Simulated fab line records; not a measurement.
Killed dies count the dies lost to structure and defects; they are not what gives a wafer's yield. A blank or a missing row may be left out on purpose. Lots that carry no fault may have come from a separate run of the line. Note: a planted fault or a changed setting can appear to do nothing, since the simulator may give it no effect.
Which tool did it? / flow nandHarc / Sampling: 12 lots, 36 wafers, 4 of 1302 route steps

== WHAT EACH GAUGE READ, for each wafer ==
NHARC_END_SORT_01.
lot=L888; measured=day 24 16:48; on=prober-01; defectLimitedYield (%)=92.5 91.3 92.0; killedAtArray=48 57 51; killedAtOther=1 0 1; killedAtPeriphery=2 2 2; killedDies=51 59 54; killedOpen=1 2 2; killedShort=1 0 2; sort_bin_2_pct (%)=2.5 3.2 2.5; sort_bin_3_pct (%)=0.3 0.6 0.7; sort_bin_4_pct (%)=4.7 4.9 4.7; sortNPass=626 618 623; sortRimYieldPct (%)=97 96 95; sortYieldPct (%)=92.5 91.3 92.0
lot=L890; measured=day 26 11:27; on=prober-02; defectLimitedYield (%)=89.4 89.7 85.7; killedAtArray=70 68 90; killedAtOther=0 0 0; killedAtPeriphery=2 2 7; killedDies=72 70 97; killedOpen=5 4 1; killedShort=2 2 2; sort_bin_2_pct (%)=4.1 4.1 5.9; sort_bin_3_pct (%)=0.6 0.4 1.3; sort_bin_4_pct (%)=5.9 5.8 7.1; sortNPass=605 607 580; sortRimYieldPct (%)=87 88 88; sortYieldPct (%)=89.4 89.7 85.7
lot=L896; measured=day 28 06:58; on=prober-02; defectLimitedYield (%)=90.5 91.7 90.1; killedAtArray=64 55 61; killedAtOther=0 0 3; killedAtPeriphery=0 1 3; killedDies=64 56 67; killedOpen=3 1 3; killedShort=3 1 0; sort_bin_2_pct (%)=4.1 2.5 3.0; sort_bin_3_pct (%)=0.6 0.3 0.9; sort_bin_4_pct (%)=4.7 5.5 6.1; sortNPass=613 621 610; sortRimYieldPct (%)=97 92 97; sortYieldPct (%)=90.5 91.7 90.1
lot=L901; measured=day 30 00:44; on=prober-01; defectLimitedYield (%)=92.8 91.4 90.4; killedAtArray=41 51 50; killedAtOther=0 0 0; killedAtPeriphery=8 7 15; killedDies=49 58 65; killedOpen=4 2 6; killedShort=1 8 3; sort_bin_2_pct (%)=2.5 2.7 2.4; sort_bin_3_pct (%)=0.3 0.9 0.9; sort_bin_4_pct (%)=4.4 5.0 6.4; sortNPass=628 619 612; sortRimYieldPct (%)=99 95 99; sortYieldPct (%)=92.8 91.4 90.4
lot=L899; measured=day 30 07:48; on=prober-01; defectLimitedYield (%)=78.1 87.7 84.2; killedAtArray=87 78 106; killedAtOther=1 0 0; killedAtPeriphery=60 5 1; killedDies=148 83 107; killedOpen=1 4 5; killedShort=3 1 1; sort_bin_2_pct (%)=7.4 5.0 5.5; sort_bin_3_pct (%)=4.6 1.9 1.0; sort_bin_4_pct (%)=9.9 5.3 9.3; sortNPass=529 594 570; sortRimYieldPct (%)=81 85 92; sortYieldPct (%)=78.1 87.7 84.2
lot=L904; measured=day 31 19:00; on=prober-02; defectLimitedYield (%)=83.3 92.3 93.2; killedAtArray=57 52 44; killedAtOther=0 0 0; killedAtPeriphery=56 0 2; killedDies=113 52 46; killedOpen=2 4 3; killedShort=2 2 2; sort_bin_2_pct (%)=6.5 2.7 3.0; sort_bin_3_pct (%)=3.7 0.7 0.6; sort_bin_4_pct (%)=6.5 4.3 3.2; sortNPass=564 625 631; sortRimYieldPct (%)=87 91 89; sortYieldPct (%)=83.3 92.3 93.2

== EACH LOT AND THE TOOL THAT RAN IT (in order: tool; ch and the chambers of the sampled wafers; start) ==
lot=L886; NHARC_P_M1_ETCH_28=rieDiel-01 ch 0,2,3, day 6 10:31; NHARC_THIN_TSV_ETCH_44=rieDiel-12 ch 1,2,3, day 24 02:08; NHARC_THIN_TSV_PRE_CLEAN_50=pvdSputter-03, no start
lot=L887; NHARC_P_M1_ETCH_28=rieDiel-12 ch 0,2,3, day 6 19:01; NHARC_THIN_TSV_ETCH_44=rieDiel-02 ch 0,2,3, day 24 06:20; NHARC_THIN_TSV_PRE_CLEAN_50=pvdSputter-02, no start
lot=L888; NHARC_P_M1_ETCH_28=rieDiel-01 ch 0,1, day 6 23:46; NHARC_THIN_TSV_ETCH_44=rieDiel-02 ch 0,1, day 24 03:13; NHARC_THIN_TSV_PRE_CLEAN_50=pvdSputter-01, day 24 16:48 or earlier
lot=L890; NHARC_P_M1_ETCH_28=rieDiel-01 ch 0,2, day 8 07:25; NHARC_THIN_TSV_ETCH_44=rieDiel-12 ch 0,1,3, day 25 18:02; NHARC_THIN_TSV_PRE_CLEAN_50=pvdSputter-02, day 26 11:27 or earlier
lot=L891; NHARC_P_M1_ETCH_28=rieDiel-01 ch 0,2,3, day 8 08:19; NHARC_THIN_TSV_ETCH_44=rieDiel-12 ch 0,3, day 25 12:58; NHARC_THIN_TSV_PRE_CLEAN_50=pvdSputter-02, no start
lot=L893; NHARC_P_M1_ETCH_28=rieDiel-12 ch 0,2,3, day 9 14:12; NHARC_THIN_TSV_ETCH_44=rieDiel-12 ch 1,2,3, day 27 08:24; NHARC_THIN_TSV_PRE_CLEAN_50=pvdSputter-02, no start
lot=L894; NHARC_P_M1_ETCH_28=rieDiel-12 ch 0,1,3, day 9 18:51; NHARC_THIN_TSV_ETCH_44=rieDiel-02 ch 1,2,3, day 27 16:44; NHARC_THIN_TSV_PRE_CLEAN_50=pvdSputter-01, no start
lot=L896; NHARC_P_M1_ETCH_28=rieDiel-12 ch 0,2,3, day 10 09:56; NHARC_THIN_TSV_ETCH_44=rieDiel-02 ch 0,1,3, day 27 18:09; NHARC_THIN_TSV_PRE_CLEAN_50=pvdSputter-03, day 28 06:58 or earlier
lot=L901; NHARC_P_M1_ETCH_28=rieDiel-01 ch 0,1,3, day 12 04:54; NHARC_THIN_TSV_ETCH_44=rieDiel-12 ch 2,3, day 29 09:17; NHARC_THIN_TSV_PRE_CLEAN_50=pvdSputter-01, day 30 00:44 or earlier
lot=L899; NHARC_P_M1_ETCH_28=rieDiel-01 ch 1,3, day 12 08:23; NHARC_THIN_TSV_ETCH_44=rieDiel-12 ch 2,3, day 29 16:40; NHARC_THIN_TSV_PRE_CLEAN_50=pvdSputter-01, day 30 07:48 or earlier
lot=L904; NHARC_P_M1_ETCH_28=rieDiel-01 ch 0,1,3, day 13 15:58; NHARC_THIN_TSV_ETCH_44=rieDiel-02 ch 1,3, day 31 03:07; NHARC_THIN_TSV_PRE_CLEAN_50=pvdSputter-01, day 31 19:00 or earlier
lot=L908; NHARC_P_M1_ETCH_28=rieDiel-12 ch 0,1,2, day 15 13:08; NHARC_THIN_TSV_ETCH_44=rieDiel-02 ch 0,1, day 33 10:20; NHARC_THIN_TSV_PRE_CLEAN_50=pvdSputter-02, no start
- NHARC_P_M1_ETCH_28: etches the open film in CF4/N2, target depth 30 nm, time 72.99 s.
- NHARC_THIN_TSV_ETCH_44: etches the open film in CF4/O2, target depth 1594.2 nm, time 797.1 s.
- NHARC_THIN_TSV_PRE_CLEAN_50: time 30 s.

== AS READ BY THE TOOLS THEMSELVES (means over the sampled wafers that have a number; for cases with no such wafer, the mark the record gives instead) ==
NHARC_P_M1_ETCH_28.
lot=L886; tool=rieDiel-01; drypumpMotorCurrentA (A)=6.1; oesProductAu (a.u.)=1.006; rfFwdPowerW (W)=297.2; rfVppV (V)=315.6; showerheadPlenumPTorr (Torr)=2.65; throttleValvePct (%)=19.803
lot=L887; tool=rieDiel-12; drypumpMotorCurrentA (A)=6.0; oesProductAu (a.u.)=0.988; rfFwdPowerW (W)=296.8; rfVppV (V)=312.4; showerheadPlenumPTorr (Torr)=2.59; throttleValvePct (%)=19.801
lot=L888; tool=rieDiel-01; drypumpMotorCurrentA (A)=5.8; oesProductAu (a.u.)=1.007; rfFwdPowerW (W)=296.3; rfVppV (V)=315.9; showerheadPlenumPTorr (Torr)=2.71; throttleValvePct (%)=19.788
lot=L890; tool=rieDiel-01; drypumpMotorCurrentA (A)=6.1; oesProductAu (a.u.)=1.021; rfFwdPowerW (W)=295.8; rfVppV (V)=314.1; showerheadPlenumPTorr (Torr)=2.66; throttleValvePct (%)=19.792
lot=L891; tool=rieDiel-01; drypumpMotorCurrentA (A)=6.1; oesProductAu (a.u.)=1.006; rfFwdPowerW (W)=297.4; rfVppV (V)=314.1; showerheadPlenumPTorr (Torr)=2.64; throttleValvePct (%)=19.797
lot=L893; tool=rieDiel-12; drypumpMotorCurrentA (A)=6.0; oesProductAu (a.u.)=0.994; rfFwdPowerW (W)=297.2; rfVppV (V)=313.3; showerheadPlenumPTorr (Torr)=2.59; throttleValvePct (%)=19.795
lot=L894; tool=rieDiel-12; drypumpMotorCurrentA (A)=5.8; oesProductAu (a.u.)=1.009; rfFwdPowerW (W)=297.8; rfVppV (V)=312.9; showerheadPlenumPTorr (Torr)=2.56; throttleValvePct (%)=19.796
lot=L896; tool=rieDiel-12; drypumpMotorCurrentA (A)=6.0; oesProductAu (a.u.)=0.990; rfFwdPowerW (W)=297.9; rfVppV (V)=313.4; showerheadPlenumPTorr (Torr)=2.59; throttleValvePct (%)=19.789
lot=L901; tool=rieDiel-01; drypumpMotorCurrentA (A)=5.9; oesProductAu (a.u.)=0.999; rfFwdPowerW (W)=297.1; rfVppV (V)=314.7; showerheadPlenumPTorr (Torr)=2.66; throttleValvePct (%)=19.797
lot=L899; tool=rieDiel-01; drypumpMotorCurrentA (A)=5.8; oesProductAu (a.u.)=1.017; rfFwdPowerW (W)=298.1; rfVppV (V)=316.4; showerheadPlenumPTorr (Torr)=2.76; throttleValvePct (%)=19.804
lot=L904; tool=rieDiel-01; drypumpMotorCurrentA (A)=5.9; oesProductAu (a.u.)=0.998; rfFwdPowerW (W)=297.1; rfVppV (V)=314.2; showerheadPlenumPTorr (Torr)=2.66; throttleValvePct (%)=19.795
lot=L908; tool=rieDiel-12; drypumpMotorCurrentA (A)=5.5; oesProductAu (a.u.)=1.014; rfFwdPowerW (W)=296.8; rfVppV (V)=313.2; showerheadPlenumPTorr (Torr)=2.54; throttleValvePct (%)=19.792

NHARC_THIN_TSV_ETCH_44.
lot=L886; tool=rieDiel-12; drypumpMotorCurrentA (A)=5.8; oesProductAu (a.u.)=1.003; rfFwdPowerW (W)=299.6; rfVppV (V)=792.0; showerheadPlenumPTorr (Torr)=1.78; throttleValvePct (%)=16.923
lot=L887; tool=rieDiel-02; drypumpMotorCurrentA (A)=5.6; oesProductAu (a.u.)=1.000; rfFwdPowerW (W)=299.6; rfVppV (V)=793.0; showerheadPlenumPTorr (Torr)=1.82; throttleValvePct (%)=16.917
lot=L888; tool=rieDiel-02; drypumpMotorCurrentA (A)=5.7; oesProductAu (a.u.)=0.985; rfFwdPowerW (W)=299.3; rfVppV (V)=793.7; showerheadPlenumPTorr (Torr)=1.83; throttleValvePct (%)=16.912
lot=L890; tool=rieDiel-12; drypumpMotorCurrentA (A)=5.8; oesProductAu (a.u.)=0.998; rfFwdPowerW (W)=299.6; rfVppV (V)=791.1; showerheadPlenumPTorr (Torr)=1.78; throttleValvePct (%)=16.923
lot=L891; tool=rieDiel-12; drypumpMotorCurrentA (A)=6.0; oesProductAu (a.u.)=0.991; rfFwdPowerW (W)=299.4; rfVppV (V)=792.3; showerheadPlenumPTorr (Torr)=1.79; throttleValvePct (%)=16.917
lot=L893; tool=rieDiel-12; drypumpMotorCurrentA (A)=5.8; oesProductAu (a.u.)=1.002; rfFwdPowerW (W)=299.5; rfVppV (V)=790.8; showerheadPlenumPTorr (Torr)=1.78; throttleValvePct (%)=16.914
lot=L894; tool=rieDiel-02; drypumpMotorCurrentA (A)=5.8; oesProductAu (a.u.)=0.986; rfFwdPowerW (W)=299.3; rfVppV (V)=795.4; showerheadPlenumPTorr (Torr)=1.84; throttleValvePct (%)=16.904
lot=L896; tool=rieDiel-02; drypumpMotorCurrentA (A)=5.8; oesProductAu (a.u.)=0.985; rfFwdPowerW (W)=300.0; rfVppV (V)=794.2; showerheadPlenumPTorr (Torr)=1.84; throttleValvePct (%)=16.917
lot=L901; tool=rieDiel-12; drypumpMotorCurrentA (A)=6.3; oesProductAu (a.u.)=1.004; rfFwdPowerW (W)=299.0; rfVppV (V)=793.3; showerheadPlenumPTorr (Torr)=1.81; throttleValvePct (%)=16.915
lot=L899; tool=rieDiel-12; drypumpMotorCurrentA (A)=6.0; oesProductAu (a.u.)=1.005; rfFwdPowerW (W)=299.4; rfVppV (V)=793.6; showerheadPlenumPTorr (Torr)=1.81; throttleValvePct (%)=16.904
lot=L904; tool=rieDiel-02; drypumpMotorCurrentA (A)=6.0; oesProductAu (a.u.)=0.970; rfFwdPowerW (W)=299.3; rfVppV (V)=796.8; showerheadPlenumPTorr (Torr)=1.86; throttleValvePct (%)=16.911
lot=L908; tool=rieDiel-02; drypumpMotorCurrentA (A)=5.7; oesProductAu (a.u.)=0.995; rfFwdPowerW (W)=300.6; rfVppV (V)=794.0; showerheadPlenumPTorr (Torr)=1.83; throttleValvePct (%)=16.907

NHARC_THIN_TSV_PRE_CLEAN_50.
lot=L886; tool=pvdSputter-03; heaterPowerW (W)=417; susceptorTempC (C)=279.79
lot=L887; tool=pvdSputter-02; heaterPowerW (W)=396; susceptorTempC (C)=279.92
lot=L888; tool=pvdSputter-01; heaterPowerW (W)=385; susceptorTempC (C)=280.04
lot=L890; tool=pvdSputter-02; heaterPowerW (W)=425; susceptorTempC (C)=279.79
lot=L891; tool=pvdSputter-02; heaterPowerW (W)=409; susceptorTempC (C)=279.85
lot=L893; tool=pvdSputter-02; heaterPowerW (W)=428; susceptorTempC (C)=280.06
lot=L894; tool=pvdSputter-01; heaterPowerW (W)=379; susceptorTempC (C)=280.01
lot=L896; tool=pvdSputter-03; heaterPowerW (W)=370; susceptorTempC (C)=-
lot=L901; tool=pvdSputter-01; heaterPowerW (W)=383; susceptorTempC (C)=279.99
lot=L899; tool=pvdSputter-01; heaterPowerW (W)=386; susceptorTempC (C)=280.04
lot=L904; tool=pvdSputter-01; heaterPowerW (W)=400; susceptorTempC (C)=280.12
lot=L908; tool=pvdSputter-02; heaterPowerW (W)=447; susceptorTempC (C)=279.90

== THE ANSWER, worked out from the rows above alone ==
Rule: usual is defined by the lots themselves. The widest of any qualifying gaps counts: lots, ordered by their means at a reading, are off when they make up no more than a third of the lots, leave a main group of 4 or more, and stand apart from it by 3 or more times the standard deviation of that group's means. If all means in a main group match to the digits the tables above print for the reading, that group is not used. A lot without any number at a reading at which 4 lots or more have one is off too. Any other lot the step has rows for is counted as sound. First the gauges in route order, then the tools' own readings, where a lot's mean is used as printed above. The first step at which some lot is off is used, and at that step the reading that is off furthest; a lot without a number counts as furthest.
Off at NHARC_END_SORT_01 (sort_bin_3_pct): L899, L904. Main group: mean 0.7 %, sd 0.09. Neither off nor sound, because the step has no rows for them: L886, L887, L891, L893, L894, L908.
If a tool, at a process step before that reading, ran all the lots that are off and no sound lot after the first of them, it fits. The gauges at NHARC_END_SORT_01 are tried like those tools. With no start given for some of its lots, NHARC_THIN_TSV_PRE_CLEAN_50 uses the hours and lot order of NHARC_END_SORT_01. This does not decide it: 2 tools fit, namely rieDiel-01 at NHARC_P_M1_ETCH_28 and pvdSputter-01 at NHARC_THIN_TSV_PRE_CLEAN_50.

== WHAT THE SIMULATOR HAD PUT IN ==
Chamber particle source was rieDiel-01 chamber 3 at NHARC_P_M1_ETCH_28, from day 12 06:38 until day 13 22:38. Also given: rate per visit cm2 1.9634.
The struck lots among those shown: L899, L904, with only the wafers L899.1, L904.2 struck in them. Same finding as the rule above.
